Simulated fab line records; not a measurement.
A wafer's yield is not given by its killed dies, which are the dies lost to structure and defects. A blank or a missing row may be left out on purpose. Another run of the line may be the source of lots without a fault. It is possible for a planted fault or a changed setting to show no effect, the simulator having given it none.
Comparing a struck lot with a sound one :: flow nandHarc :: 41 out of 1302 route steps
Sound: wafers L250.2, L250.4, L250.5. Struck: wafers L256.4, L256.5, L256.6. The cause is named last.
Each step with rows lists, per side, the tool, then ch with its chambers, then its first start. Under that, the readings that differ: sound wafers :: struck wafers :: difference of the means :: sigmas: that difference in standard deviations of wafers without a fault.
alike: words and numbers the same on both sides, and readings whose means are apart by under 2 such deviations; not compared: readings that were withheld, readings missing a value for some wafer, numbers with overlapping values and no deviation given by the record, and bounds like >300 which may hide the same value.
The two part at a step that has a row with sigmas, a row that says differs or no value, or rows on one side only. When numbers do not overlap yet have no deviation, they are printed without sigmas and do not part them. A reading that every wafer of one side lacks parts them only if that side has two wafers or more.

first, 8 steps without rows for these wafers: NHARC_P_M1_HMDS_02 (time 30 s); NHARC_P_M1_COAT_34 (time 65 s); NHARC_P_M1_COAT_03 (resist thk 90 nm); NHARC_P_M1_SOFTBAKE_04 (time 55 s); NHARC_P_M1_EBR_05; NHARC_P_M1_EXPOSE_06 (exposes mask P M1, target cd 130 nm); NHARC_P_M1_PEB_07 (peb time 65 s); NHARC_P_M1_DEVELOP_08 (develop time 35 s).
NHARC_P_M1_CD_MEAS_09: the cd target is 130 nm.
  sound on cdSem-03 ch 0, day 9 07:59; struck on cdSem-02 ch 0, day 11 13:38
  alike: cdNm
NHARC_P_M1_OVL_MEAS_10: pitch 260 nm.
  struck on overlay-01, day 11 13:43; sound on overlay-01, day 9 08:04
  alike: overlayXNm, overlayYNm
NHARC_P_M1_INSPECT_11:
  struck on defectInspect-02, day 11 13:45; sound on defectInspect-01, day 9 08:07
  alike: rawDefectCount
NHARC_P_M1_DESCUM_14: chemistry O2, time 3 s.
  sound on rieDiel-02 ch 0,1,3, day 9 08:11; struck on rieDiel-01 ch 0,1,2, day 11 13:50
  alike: drypumpMotorCurrentA, oesProductAu, rfVppV, showerheadPlenumPTorr, throttleValvePct
  not compared: rfHoursCounterH
NHARC_P_M1_ETCH_35: etches the open film in N2/H2, target depth 40 nm, overetch 12 nm, time 43.94 s.
  sound on rieDiel-02 ch 0,2,3, day 9 08:16; struck on rieDiel-01 ch 0,1,2, day 11 13:56
  alike: drypumpMotorCurrentA, oesProductAu, rfVppV, showerheadPlenumPTorr, throttleValvePct
  not compared: rfHoursCounterH
then, 1 step without rows for these wafers: NHARC_P_M1_ETCH_15 (etches the open film in C4F8/Ar, target depth 182.5 nm, time 91.2 s).
NHARC_P_M1_CD_MEAS_16:
  struck on cdSem-02, day 11 14:10; sound on cdSem-02, day 9 08:29
  alike: cdNm
NHARC_P_M1_STRIP_18: strips in N2/H2.
  sound on rieDiel-01 ch 0,1, day 9 08:34; struck on rieDiel-02 ch 1,2, day 11 14:16
  alike: drypumpMotorCurrentA, oesProductAu, rfVppV, showerheadPlenumPTorr, throttleValvePct
  not compared: rfHoursCounterH
then, 4 steps without rows for these wafers: NHARC_P_M1_ETCH_28 (etches the open film in CF4/N2, target depth 30 nm, time 72.99 s); NHARC_P_M1_STRIP_19 (strips in post etch residue remover, time 600 s); NHARC_P_M1_DEGAS_29 (time 60 s); NHARC_P_M1_PRE_CLEAN_30 (time 30 s).
NHARC_P_M1_PVD_20: deposits TaN, target thk 5 nm, time 8.06 s.
  sound on pvdSputter-02; struck on pvdSputter-01
  alike: throttleValvePct
then, 4 steps without rows for these wafers: NHARC_P_M1_PVD_21 (deposits Cu, target thk 30 nm, time 20.49 s); NHARC_P_M1_ECD_22 (material Cu, target thk 400 nm); NHARC_P_M1_ANNEAL_31 (time 90 s); NHARC_P_M1_CMP_23 (polishes, t overpolish 20 s, target thk 157.82 nm).
NHARC_P_M1_THK_MEAS_24: measures by xrf.
  struck on filmMetro-02, day 11 16:18; sound on filmMetro-01, day 9 10:37
  alike: thkNm
next, for these wafers, 1 step has no rows: NHARC_P_M1_SRD_25.
NHARC_P_M1_PRE_CLEAN_32: time 12 s.
  sound on pecvd-03 ch 1,2, day 9 10:50; struck on pecvd-03 ch 0,1,2, day 11 16:34
reading: susceptorTempC (C)
sound: 370.33 370.03 370.30
struck: 369.95 369.62 369.70
difference: -0.46
sigmas: -2
  alike: heaterPowerW
NHARC_P_M1_DEP_33: deposits SiCN, target thk 30 nm.
  sound on pecvd-03 ch 1,2, day 9 10:55; struck on pecvd-03 ch 0,1,2, day 11 16:44
  alike: chamberPressureTorr, heaterPowerW, susceptorTempC
then, 10 steps without rows for these wafers: NHARC_P_M2_DEP_00 (deposits SiOC, target thk 182.5 nm); NHARC_P_M2_DEHYDRATE_01 (time 120 s); NHARC_P_M2_HMDS_02 (time 30 s); NHARC_P_M2_COAT_34 (time 65 s); NHARC_P_M2_COAT_03 (resist thk 90 nm); NHARC_P_M2_SOFTBAKE_04 (time 55 s); NHARC_P_M2_EBR_05; NHARC_P_M2_EXPOSE_06 (exposes mask P M2, target cd 170 nm); NHARC_P_M2_PEB_07 (peb time 65 s); NHARC_P_M2_DEVELOP_08 (develop time 35 s).
NHARC_P_M2_CD_MEAS_09: the cd target is 170 nm.
  sound on cdSem-01 ch 0, day 9 12:02; struck on cdSem-03 ch 0, day 11 17:51
  alike: cdNm
-- jump in the record: it breaks off in module P_M2 and resumes in module END (first step shown: number 1302 of the route), and 19 days separate the struck wafers' starts before and after --
NHARC_END_SORT_01:
  sound on prober-02 ch 0, day 27 20:56; struck on prober-02 ch 0, day 30 14:28
reading: killedAtArray
sound: 64 54 58
struck: 26 27 26
difference: -32
sigmas: -2

reading: killedAtPeriphery
sound: 4 5 8
struck: 78 44 64
difference: +56
sigmas: +23
  alike: defectLimitedYield, killedAtOther, killedDies, killedOpen, killedShort

WHERE THEY PART
Last at NHARC_END_SORT_01 as far as this record goes, first at NHARC_P_M1_PRE_CLEAN_32.

WHY: whatever the simulator had introduced
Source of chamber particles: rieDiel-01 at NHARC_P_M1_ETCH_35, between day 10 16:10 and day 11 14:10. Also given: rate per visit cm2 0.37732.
